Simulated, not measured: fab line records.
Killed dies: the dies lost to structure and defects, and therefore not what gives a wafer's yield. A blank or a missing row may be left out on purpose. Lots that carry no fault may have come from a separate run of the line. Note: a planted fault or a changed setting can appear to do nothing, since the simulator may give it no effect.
One fault seen from 2 desks ; flow n5_finfet ; numbers are kept per desk, each desk with only its own; the story behind them comes last

FOR THE TOOL OWNER'S DESK: pvd_sputter-01
The tool's own readings at N5_BEOL_M5_HM_DEP_02 (deposits TiN, target thk 20 nm): means of the sampled wafers that have a number, for each lot that ran on this tool. A lot is out of limits, marked OUT, if its mean lies more than 4 standard deviations from the usual mean; the brackets give that distance.
Columns: A = susceptor_temp_C at N5_BEOL_M5_HM_DEP_02, usual 25.00 C; B = throttle_valve_pct at N5_BEOL_M5_HM_DEP_02, usual 30.2 %
lot;first seen here;A;B
L898;day 12 04:37;25.08;30.2
L903;day 13 13:16;24.96;30.2
L905;day 14 00:26;25.04;30.2
L909;day 15 22:46;25.05;30.1
L914;day 16 02:16;25.12;31.1
This desk's verdict: no lot among the 5 shows anything out of limits.

THE DEFECT DESK
For each lot, the counts of the inspections along the route, averaged over the sampled wafers that have a number. A lot is out of limits, marked OUT, if its mean lies more than 4 standard deviations from the usual mean; the brackets give that distance.
Columns: A = raw_defect_count at N5_BEOL_M5_INSPECT_13, usual 415
lot;first seen here;A
L898;day 12 05:13;489
L899;day 12 17:33;406
L900;day 12 17:44;349
L903;day 13 13:53;423
L904;day 14 00:07;590
L905;day 14 00:55;399
L909;day 15 23:14;1704 (+11) OUT
L912;day 16 02:20;694
L914;day 16 02:52;1564 (+9.6) OUT
L917;day 17 06:03;323
L919;day 17 22:04;338
This desk's finding: out of limits on L909, L914; first on L909, day 15 23:14 (raw_defect_count at N5_BEOL_M5_INSPECT_13). L898, L899, L900, L903, L904, L905, L912, L917, L919: within limits.

TAKEN TOGETHER
The defect desk could have raised an alarm at day 15 23:14, on L909, L914.
The desk of the tool owner found nothing out of limits.
The tool owner's desk has L909, L914 on record, within its limits.
Every lot named ran N5_BEOL_M5_HM_DEP_02 on pvd_sputter-01.

WHAT THE SIMULATOR HAD PUT IN
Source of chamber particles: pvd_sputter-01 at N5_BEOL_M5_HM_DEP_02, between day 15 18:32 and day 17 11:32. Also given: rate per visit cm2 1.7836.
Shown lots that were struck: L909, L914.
Hours from the fault's start to each desk's first reading out of limits: the defect desk, 5.
